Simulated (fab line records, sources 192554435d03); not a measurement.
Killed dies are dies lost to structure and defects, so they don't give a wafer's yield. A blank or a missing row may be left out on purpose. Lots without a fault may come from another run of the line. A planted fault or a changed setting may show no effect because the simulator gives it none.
fab line records | flow n5_finfet
record lots=6 wafers=14 last_day=17
route steps=1938 shown BEOL_M13@1682 PASSIVATION@1936
lots that met no fault: from a run of the same line without faults
start_h: hours from the record's first day to the start of the lot's first wafer shown | wait_h: hours since the lot's step before | " the same as in the row above | L1.1+2: a row that stands for several wafers | - no value, or no start given | * or withheld: withheld | < > ~ a bound
route shown NAME@n: a module of which the file shows steps, and the number in the route of the first | usual: mean/standard deviation of fault-free wafers | same: alike in all rows | chamber/n: place in a boat | sites: the reading at each site | _std_site: their standard deviation | _edge_site: outer sites' mean less inner sites' | radius_mm: how far each site lies from the wafer's centre | mask NAME#n: copy n | behind: the tool/chamber that last shaped the wafer | hold: why the lot was held/for how many hours/how that ended | device: the transistor (n, p or np) that didn't switch | end of line: the same wafers' tests at the end of the route | a step without rows: its recipe alone | killed: dies lost to structure and defects at the first sort, not the wafer's yield | map: a wafer's dies, x killed, . not, _ none there
set.NAME: the setting as run; set.NAME@STEP: as run at that earlier step | model.NAME: the simulator's own value behind a step, which no gauge read
lots at some steps of the route; a table a step, a row a wafer
services: from which hour (start_h, from the record's first day; less than 0 if before it) a tool's chamber was out of use, for how many hours, and why
## steps
# step N5_BEOL_M13_COAT_22
# recipe spin_rpm=2888 resist_thk_nm=300
# step N5_BEOL_M13_EBR_24
# recipe solvent=PGMEA ebr_width_mm=1.5
# step N5_BEOL_M13_SOFTBAKE_23
# recipe temp_c=130 time_s=60
# step N5_BEOL_M13_EXPOSE_25
# recipe mask_id=M13 na=0.93 source_shape=conventional sigma_outer=0.4 polarization=unpolarized target_cd_nm=210 dose_mj=22
# step N5_BEOL_M13_PEB_26
# recipe peb_temp_c=130 peb_time_s=90
# step N5_BEOL_M13_DEVELOP_27
# recipe develop_time_s=45 rinse_liquid=diw dry=air_spin dev_temp_c=21
# step N5_BEOL_M13_HARDBAKE_32
# recipe temp_c=130 time_s=120
# step N5_BEOL_M13_CD_MEAS_28
# recipe target_cd_nm=209.5 landing_energy_ev=500 detector=se_inlens
# usual cd_nm=209.9/1.3
# columns lot.wafer tool chamber start_h wait_h cd_nm
L126.2 cd_sem-02 0 227.08 - 212.1
L126.3 " 0 " " 210.0
L126.5 " 0 " " 209.0
L138.2 cd_sem-02 0 314.85 - 210.3
L138.4 " 0 " " 209.3
L144.2 cd_sem-03 0 340.57 - 210.1
L144.6 " 0 " " 207.1
L145.1 cd_sem-02 0 346.31 - 210.1
L145.4 " 0 " " 209.4
L145.6 " 0 " " 208.7
L147.2 cd_sem-03 0 371.81 - 208.9
L147.3 " 0 " " 213.1
L148.3 cd_sem-03 0 383.45 - 213.0
L148.6 " 0 " " 211.2
# step N5_BEOL_M13_OVL_MEAS_29
# recipe points_per_wafer=44
# usual M13_OVL=0/4.9
# columns lot.wafer tool chamber start_h wait_h M13_OVL[nm]
L126.2 overlay-02 0 227.11 0.0 3
L126.3 " 0 " " 1
L126.5 " 0 " " 3
L138.2 overlay-02 0 314.88 0.0 1
L138.4 " 0 " " 0
L144.2 overlay-02 0 340.60 0.0 -2
L144.6 " 0 " " -5
L145.1 overlay-02 0 346.34 0.0 -7
L145.4 " 0 " " -9
L145.6 " 0 " " -7
L147.2 overlay-02 0 371.84 0.0 5
L147.3 " 0 " " -3
L148.3 overlay-02 0 383.47 0.0 -4
L148.6 " 0 " " -3
# step N5_BEOL_M13_INSPECT_30
# recipe mode=adi inspect_instrument=macro
# usual raw_defect_count=2.1/1.3
# columns lot.wafer tool chamber start_h wait_h raw_defect_count
L126.2 defect_inspect-02 - 227.14 0.0 2
L126.3 " - " " 2
L126.5 " - " " 0
L138.2 defect_inspect-01 - 314.90 0.0 1
L138.4 " - " " 0
L144.2 defect_inspect-01 - 340.62 0.0 2
L144.6 " - " " 2
L145.1 defect_inspect-01 - 346.36 0.0 2
L145.4 " - " " 3
L145.6 " - " " 1
L147.2 defect_inspect-01 - 371.87 0.0 3
L147.3 " - " " 2
L148.3 defect_inspect-02 - 383.50 0.0 1
L148.6 " - " " 1
# step N5_BEOL_M13_DESCUM_33
# recipe chemistry=O2 time_s=7.9 source_power_w=50 bias_power_w=20 pressure_mtorr=20 rf_frequency_hz=2.712e+07 temp_c=40 o2_flow_sccm=225
# usual drypump_motor_current_A=5.5/0.33 oes_product_au=0.81/0.11 rf_vpp_V=243.3/1.3 showerhead_plenum_p_Torr=2.11/0.057 temp_c=40.00/0.11 throttle_valve_pct=20.51/0.23
# columns lot.wafer tool chamber start_h wait_h drypump_motor_current_A oes_product_au rf_hours_counter_h rf_vpp_V showerhead_plenum_p_Torr temp_c throttle_valve_pct
L126.2 rie_diel-02 1 227.17 0.0 5.9 0.71 225 241.5 2.10 40.03 20.51
L126.3 " 3 " " 5.7 0.70 246 243.1 2.06 39.90 20.82
L126.5 " 3 " " 5.7 0.70 - 242.5 2.06 39.91 20.78
L138.2 rie_diel-01 0 315.42 0.5 5.3 0.84 70 244.5 2.12 39.99 20.74
L138.4 " 1 " " 5.5 0.70 - 243.3 2.14 40.01 20.45
L144.2 rie_diel-01 3 340.66 0.0 5.2 0.90 15 242.0 2.06 39.94 20.48
L144.6 " 3 " " 5.2 0.91 - 243.8 2.06 39.86 20.50
L145.1 rie_diel-02 1 346.39 0.0 5.9 0.92 7 243.1 2.09 40.11 20.17
L145.4 " 0 " " 5.8 0.81 97 244.8 2.13 39.77 20.49
L145.6 " 1 " " 5.9 0.94 - 243.4 2.09 40.06 20.15
L147.2 rie_diel-01 3 372.03 0.2 5.2 0.89 25 242.3 2.06 40.03 20.50
L147.3 " 2 " " 5.8 0.96 17 242.9 2.03 39.81 20.39
L148.3 rie_diel-02 1 383.53 0.0 5.9 0.91 16 242.9 2.08 39.87 20.20
L148.6 " 3 " " 5.7 0.91 - 242.1 2.05 40.02 20.48
# step N5_BEOL_M13_ETCH_67
# recipe chemistry=CF4 target=SiARC target_depth_a=1430 time_s=238.3 ion_energy_ev=80 pressure_mtorr=40 source_w=545 bias_w=36 Ar_flow_sccm=100 cf4_flow_sccm=100 ends=cleared
# usual bias_w=36.01/0.12 drypump_motor_current_A=5.5/0.33 etch_rf_on_time_s=238/8 oes_product_au=0.69/0.092 rf_vpp_V=184.2/0.9 showerhead_plenum_p_Torr=2.15/0.053 throttle_valve_pct=15.65/0.26
# columns lot.wafer tool chamber start_h wait_h bias_w drypump_motor_current_A etch_rf_on_time_s oes_product_au rf_hours_counter_h rf_vpp_V showerhead_plenum_p_Torr throttle_valve_pct
L126.2 rie_diel-02 1 227.21 0.0 36.25 5.9 243 0.59 225 184.2 2.13 15.61
L126.3 " 3 " " 36.11 5.7 239 0.60 246 183.7 2.10 15.94
L126.5 " 3 " " 36.07 5.7 238 0.59 - 182.4 2.10 15.93
L138.2 rie_diel-01 0 315.46 0.0 35.94 5.3 235 0.70 70 184.1 2.18 15.88
L138.4 " 1 " " 35.88 5.5 249 0.59 - 184.5 2.19 15.77
L144.2 rie_diel-01 3 340.69 0.0 36.02 5.2 235 0.79 15 183.9 2.09 15.49
L144.6 " 3 " " 36.11 5.2 237 0.79 - 183.8 2.09 15.51
L145.1 rie_diel-02 1 346.43 0.0 35.88 5.9 239 0.79 7 184.0 2.12 15.16
L145.4 " 0 " " 35.95 5.8 247 0.66 97 182.1 2.17 15.68
L145.6 " 1 " " 36.08 5.9 240 0.79 - 184.1 2.12 15.15
L147.2 rie_diel-01 3 372.06 0.0 35.93 5.2 235 0.77 25 183.7 2.09 15.52
L147.3 " 2 " " 36.14 5.9 238 0.80 17 184.1 2.10 15.62
L148.3 rie_diel-02 1 383.57 0.0 35.85 5.9 242 0.77 16 183.6 2.12 15.18
L148.6 " 3 " " 35.98 5.8 232 0.77 - 183.1 2.08 15.49
# step N5_BEOL_M13_ETCH_68
# recipe chemistry=N2/H2 target=SOC mask_material=SiARC source_w=3000 bias_w=350 temp_c=40 time_s=355 ion_energy_ev=200 pressure_mtorr=30 n2_flow_sccm=200 h2_flow_sccm=200
# usual bias_w=350.1/1.1 drypump_motor_current_A=5.5/0.33 oes_product_au=0.81/0.11 rf_vpp_V=524.3/1.9 showerhead_plenum_p_Torr=2.55/0.065 temp_c=40.01/0.12 throttle_valve_pct=17.78/0.28
# columns lot.wafer tool chamber start_h wait_h bias_w drypump_motor_current_A oes_product_au rf_hours_counter_h rf_vpp_V showerhead_plenum_p_Torr temp_c throttle_valve_pct model.SiARC_of_BEOL_M13_COAT_66.thk_nm model.BEOL_M13.cd_nm
L126.2 rie_diel-02 1 227.35 0.1 348.6 5.9 0.71 225 523.0 2.50 39.87 17.61 76.8 215.8
L126.3 " 3 " " 350.1 5.8 0.70 246 522.3 2.50 40.04 18.15 77.2 207.4
L126.5 " 3 " " 351.1 5.7 0.70 - 522.4 2.50 40.09 18.15 77.4 206.4
L138.2 rie_diel-01 0 315.60 0.1 350.7 5.3 0.85 70 525.6 2.56 39.83 17.85 75.2 210.4
L138.4 " 1 " " 349.1 5.5 0.70 - 525.7 2.62 39.98 17.90 78.2 210.2
L144.2 rie_diel-01 3 340.84 0.1 351.9 5.2 0.67 15 522.4 2.49 40.09 17.69 91 203.4
L144.6 " 3 " " 350.8 5.2 0.91 - 523.5 2.49 39.88 17.68 77.4 206.8
L145.1 rie_diel-02 1 346.58 0.1 348.8 5.9 0.93 8 524.0 2.49 40.22 17.22 76.2 212.4
L145.4 " 0 " " 349.2 5.9 0.80 97 524.2 2.54 40.34 17.48 76.4 211.2
L145.6 " 1 " " 350.8 5.9 0.94 - 522.4 2.49 40.05 17.22 76.6 211
L147.2 rie_diel-01 3 372.21 0.1 352.3 5.2 0.66 25 522.1 2.49 40.03 17.70 90.6 202.6
L147.3 " 2 " " 349.5 5.9 0.94 17 522.4 2.49 39.97 17.92 76 215.6
L148.3 rie_diel-02 1 383.71 0.1 348.3 5.9 0.91 16 522.6 2.49 39.78 17.23 77 214
L148.6 " 3 " " 348.7 5.7 0.91 - 523.0 2.49 39.83 17.77 76.4 214.2
# step N5_BEOL_M13_STRIP_69
# recipe chemistry=N2/H2 temp_c=40 n2_flow_sccm=200 h2_flow_sccm=200 rf_frequency_hz=6e+07
# step N5_BEOL_M13_TRENCH_ETCH_34
# recipe chemistry=C4F8/O2/Ar target=SiOC target_depth_a=4134.7 mask_material=SOC pressure_mtorr=30 source_w=3000 bias_w=700 Ar_flow_sccm=400 C4F8_flow_sccm=15 O2_flow_sccm=8 he_inner_torr=15 he_outer_torr=30 time_s=162.6 ion_energy_ev=250
# usual bias_w=699.9/2 drypump_motor_current_A=5.5/0.33 oes_product_au=0.81/0.11 rf_vpp_V=666.2/2.3 showerhead_plenum_p_Torr=3.44/0.087 throttle_valve_pct=24.25/0.29
# columns lot.wafer tool chamber start_h wait_h bias_w drypump_motor_current_A oes_product_au rf_hours_counter_h rf_vpp_V showerhead_plenum_p_Torr throttle_valve_pct
L126.2 rie_diel-02 1 227.57 0.0 697.0 5.9 0.71 225 664.4 3.42 24.22
L126.3 " 3 " " 698.5 5.7 0.70 246 664.6 3.35 24.44
L126.5 " 3 " " 697.3 5.7 0.70 - 664.6 3.35 24.43
L138.2 rie_diel-01 0 315.82 0.0 698.4 5.3 0.83 70 667.5 3.45 24.49
L138.4 " 1 " " 699.1 5.5 0.69 - 669.0 3.50 24.24
L144.2 rie_diel-01 3 341.06 0.0 702.6 5.2 0.91 15 665.0 3.30 23.94
L144.6 " 3 " " 703.9 5.2 0.92 - 662.8 3.30 23.94
L145.1 rie_diel-02 1 346.80 0.0 701.9 5.9 0.94 8 665.1 3.40 23.94
L145.4 " 0 " " 698.0 5.9 0.81 97 665.6 3.43 24.15
L145.6 " 1 " " 698.8 5.9 0.93 - 663.0 3.40 23.93
L147.2 rie_diel-01 3 372.43 0.0 704.6 5.2 0.90 25 663.4 3.30 23.95
L147.3 " 2 " " 699.0 5.8 0.95 17 664.8 3.39 24.58
L148.3 rie_diel-02 1 383.93 0.0 700.8 5.9 0.90 16 663.9 3.40 23.93
L148.6 " 3 " " 699.1 5.7 0.91 - 664.6 3.33 24.17
# step N5_BEOL_M13_STRIP_70
# recipe chemistry=C4F8/O2/Ar resist=SiARC rf_frequency_hz=6e+07
# step N5_BEOL_M13_OCD_MEAS_35
# usual trench_depth_nm=415/9.7
# columns lot.wafer tool chamber start_h wait_h trench_depth_nm
L126.2 ocd-02 - 227.75 0.0 416
L126.3 " - " " 414
L126.5 " - " " 418
L138.2 ocd-02 - 316.00 0.0 428
L138.4 " - " " 393
L144.2 ocd-01 - 341.24 0.0 412
L144.6 " - " " 412
L145.1 ocd-02 - 346.97 0.0 420
L145.4 " - " " 418
L145.6 " - " " 417
L147.2 ocd-02 - 372.61 0.0 419
L147.3 " - " " 427
L148.3 ocd-02 - 384.11 0.0 414
L148.6 " - " " 424
# step N5_BEOL_M13_STRIP_37
# recipe chemistry=N2/H2 power_w=1000 temp_c=250 h2_frac=0.65 overash_fraction=0.3 pressure_mtorr=withheld n2_flow_sccm=1750 h2_flow_sccm=3250
# usual drypump_motor_current_A=5.9/0.43 heater_power_w=329/24 oes_product_au=0.784/0.011 temp_c=250.01/0.18
# columns lot.wafer tool chamber start_h wait_h drypump_motor_current_A heater_power_w oes_product_au rf_hours_counter_h temp_c
L126.2 plasma_asher-02 0 227.79 0.0 6.4 342 0.807 119 250.39
L126.3 " 0 " " 6.5 345 0.763 - 250.27
L126.5 " 1 " " 5.7 353 0.791 - 250.24
L138.2 plasma_asher-02 1 316.04 0.0 5.8 368 0.784 137 250.04
L138.4 " 1 " " 5.7 356 0.791 - 249.90
L144.2 plasma_asher-01 0 341.27 0.0 6.3 322 0.785 87 249.76
L144.6 " 0 " " 6.3 310 0.781 - 249.76
L145.1 plasma_asher-01 0 347.01 0.0 6.2 311 0.798 88 249.46
L145.4 " 0 " " 6.3 322 0.781 - 249.79
L145.6 " 0 " " 6.3 323 0.780 - 249.94
L147.2 plasma_asher-01 0 372.65 0.0 6.3 321 0.809 93 250.20
L147.3 " 1 " " 5.3 302 0.780 - 249.93
L148.3 plasma_asher-02 1 384.17 0.1 5.8 358 0.767 - 249.99
L148.6 " 1 " " 5.8 364 0.773 - 250.11
# step N5_BEOL_M13_ETCH_38
# recipe chemistry=CF4/N2 target=SiCN target_depth_a=675 taper_deg=2 time_s=71.9 ion_energy_ev=150 mask_material=SiO2 pressure_mtorr=40 source_w=430 bias_w=70 Ar_flow_sccm=100 cf4_flow_sccm=60 n2_flow_sccm=60
# usual bias_w=70.01/0.23 drypump_motor_current_A=5.5/0.35 oes_product_au=0.82/0.1 rf_vpp_V=382.7/1.6 showerhead_plenum_p_Torr=2.22/0.057 throttle_valve_pct=15.43/0.29
# columns lot.wafer tool chamber start_h wait_h bias_w drypump_motor_current_A oes_product_au rf_hours_counter_h rf_vpp_V showerhead_plenum_p_Torr throttle_valve_pct model.BEOL_M13.cd_nm
L126.2 rie_diel-02 2 227.87 - 70.06 5.6 0.95 5 384.0 2.23 14.94 215.6
L126.3 " 1 " " 69.99 5.9 0.70 225 382.4 2.19 15.43 207.4
L126.5 " 2 " " 69.72 5.7 0.95 - 383.6 2.23 14.94 206.2
L138.2 rie_diel-02 2 316.59 - 70.32 5.6 0.89 35 382.5 2.22 15.00 210
L138.4 " 0 " " 69.36 5.8 0.80 - 383.3 2.23 15.45 210.4
L144.2 rie_diel-02 0 345.22 - 69.70 5.8 0.79 96 382.1 2.22 15.46 203.8
L144.6 " 0 " " 69.84 5.8 0.79 - 382.2 2.22 15.46 207.2
L145.1 rie_diel-01 1 347.89 - 70.53 5.5 0.69 216 384.0 2.25 15.61 212.4
L145.4 " 0 " " 69.77 5.3 0.81 80 382.8 2.23 15.66 211.2
L145.6 " 3 " " 70.23 5.2 0.92 - 381.4 2.15 15.33 211.2
L147.2 rie_diel-02 3 373.20 - 69.77 5.7 0.91 26 381.6 2.15 15.31 203.4
L147.3 " 1 " " 69.94 5.9 0.91 13 380.6 2.18 14.99 215.8
L148.3 rie_diel-01 2 384.40 - 69.77 5.9 0.94 21 381.5 2.17 15.50 213.8
L148.6 " 3 " " 70.04 5.2 0.90 - 381.3 2.15 15.33 214.4
# step N5_BEOL_M13_PRECLEAN_39
# recipe chemistry=residue_remover time_s=60 temp_c=40
# step N5_PASSIVATION_PROBE_49
# usual defect_limited_yield=91.3/1.5 killed_at_M0_to_M3=33/12 killed_at_M4_up=15/5.2 killed_at_contacts=12/5.1 killed_at_front_end=39/11 killed_at_other=5/3.6 killed_dies=103/18 killed_open=67/13 killed_short=33/7.8 sort_bin_5_function=5.1/0.96 sort_bin_6_memory=3.2/0.71 sort_n_pass=1077/18 sort_yield_pct=91.3/1.5
# same gross_dies=1180 killed_at_back_side=0 sort_bin_4_leakage[%]=0 sort_bin_8_speed[%]=0
# columns lot.wafer tool chamber start_h wait_h defect_limited_yield[%] killed_at_M0_to_M3 killed_at_M4_up killed_at_contacts killed_at_front_end killed_at_other killed_dies killed_open killed_short sort_bin_5_function[%] sort_bin_6_memory[%] sort_n_pass sort_yield_pct[%]
L126.2 prober-02 - 254.16 0.1 91.5 46 15 4 34 1 100 74 26 5.5 2.6 1080 91.5
L126.3 prober-02 - 254.21 0.1 91.4 47 18 12 25 0 102 62 39 5.4 3.1 1078 91.4
L126.5 prober-02 - 254.31 0.2 90.9 26 32 12 35 2 107 85 21 5.8 3.1 1073 90.9
L144.2 prober-01 - 379.22 0.1 91.9 28 13 21 28 6 96 60 35 5.1 3.1 1084 91.9
L144.6 prober-01 - 379.42 0.3 92.3 32 6 18 33 2 91 69 22 4.1 3.3 1089 92.3
L147.2 prober-01 - 400.92 0.1 91.3 29 12 14 42 6 103 71 28 5.1 3.1 1077 91.3
L147.3 prober-01 - 400.97 0.1 92.8 31 4 11 37 2 85 54 28 4.2 2.5 1095 92.8
# killed by level:class
L126.2 FIN_SAQP:geometric_particle:open=15 BEOL_M2:geometric_particle:open=12 BEOL_M0_SAQP:geometric_particle:open=9 STARTING-WAFER:geometric_particle:open=6 BEOL_M0_SAQP:geometric_particle:short=5 BEOL_M1:geometric_particle:open=5 BEOL_M3:geometric_particle:open=5 FIN_SAQP:geometric_particle:short=4
L126.3 BEOL_M0_SAQP:geometric_particle:short=19 MOL_CONTACT_COAG:geometric_particle:open=9 BEOL_M0_SAQP:geometric_particle:open=9 STI_FIN_REVEAL:geometric_particle:open=7 BEOL_M4:geometric_particle:open=7 BEOL_M2:geometric_particle:open=5 BEOL_M3:geometric_particle:open=5 FIN_SAQP:geometric_particle:open=4
L126.5 FIN_SAQP:geometric_particle:open=12 BEOL_M4:geometric_particle:open=12 BEOL_M5:geometric_particle:open=12 MOL_CONTACT_COAG:geometric_particle:open=10 BEOL_M3:geometric_particle:open=9 BEOL_M2:geometric_particle:open=8 FIN_SAQP:geometric_particle:short=3 FIN_CUT:geometric_particle:open=3
L144.2 MOL_CONTACT_COAG:geometric_particle:open=16 BEOL_M0_SAQP:geometric_particle:short=10 BEOL_M0_SAQP:geometric_particle:open=9 STI_FIN_REVEAL:geometric_particle:open=7 GATE_CUT:geometric_particle:short=6 MOL_CONTACT_COAG:geometric_particle:short=5 BEOL_M2:geometric_particle:open=4 BEOL_M4:geometric_particle:open=4
L144.6 MOL_CONTACT_COAG:geometric_particle:open=16 BEOL_M2:geometric_particle:open=12 GATE_CUT:geometric_particle:open=7 BEOL_M1:geometric_particle:open=7 BEOL_M0_SAQP:geometric_particle:short=6 GATE_CUT:geometric_particle:short=5 STI_FIN_REVEAL:geometric_particle:open=4 DUMMY_GATE:geometric_particle:open=4
L147.2 STI_FIN_REVEAL:geometric_particle:open=13 MOL_CONTACT_COAG:geometric_particle:open=11 BEOL_M0_SAQP:geometric_particle:open=10 FIN_SAQP:geometric_particle:open=7 FIN_SAQP:geometric_particle:short=6 BEOL_M3:geometric_particle:open=6 BEOL_M0_SAQP:geometric_particle:short=5 BEOL_M4:geometric_particle:open=4
L147.3 STI_FIN_REVEAL:geometric_particle:open=12 MOL_CONTACT_COAG:geometric_particle:open=8 BEOL_M0_SAQP:geometric_particle:short=7 FIN_SAQP:geometric_particle:short=6 FIN_SAQP:geometric_particle:open=6 BEOL_M3:geometric_particle:open=5 BEOL_M2:geometric_particle:short=4 DUMMY_GATE:geometric_particle:open=4
## services
# columns tool chamber start_h hours kind
plasma_asher-01 - 216.65 2.8 pm
rie_diel-01 2 220.13 3.2 repair
rie_diel-02 3 236.85 - clean
rie_diel-02 3 236.85 - consumable_replace:focus_ring
rie_diel-02 3 236.85 19.3 scheduled_down
rie_diel-02 3 236.85 19.3 vent_cycle
rie_diel-02 3 266.56 10.3 repair
rie_diel-01 3 276.92 - clean
rie_diel-01 3 276.92 - consumable_replace:focus_ring
rie_diel-01 3 276.92 17.9 scheduled_down
rie_diel-01 3 276.92 17.9 vent_cycle
rie_diel-01 2 298.99 - clean
rie_diel-01 2 298.99 - consumable_replace:focus_ring
rie_diel-01 2 298.99 20.1 scheduled_down
rie_diel-01 2 298.99 20.1 vent_cycle
rie_diel-02 1 304.80 - clean
rie_diel-02 1 304.80 - consumable_replace:focus_ring
rie_diel-02 1 304.80 19.5 scheduled_down
rie_diel-02 1 304.80 19.5 vent_cycle
rie_diel-02 3 320.24 22.2 repair
rie_diel-01 0 350.91 2.9 repair
rie_diel-02 1 356.52 10.3 repair
## key
first_sign none at tools or gauges
model_effect step=N5_BEOL_M13_ETCH_68 value=SiARC_of_BEOL_M13_COAT_66.thk_nm without=76.9 struck=90.8
model_effect step=N5_BEOL_M13_ETCH_38 value=BEOL_M13.cd_nm without=211 struck=203.6
met_at N5_BEOL_M13_ETCH_68
struck_wafers L144.2,L147.2
onset_between 315.60 340.84
fault kind=process_parameter_drift tool=rie_diel-01 chamber=- onset_h=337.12 steps=N5_BEOL_M13_ETCH_68 channel=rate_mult offset=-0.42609 shape=step end_h=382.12 scope=struck_wafers_only
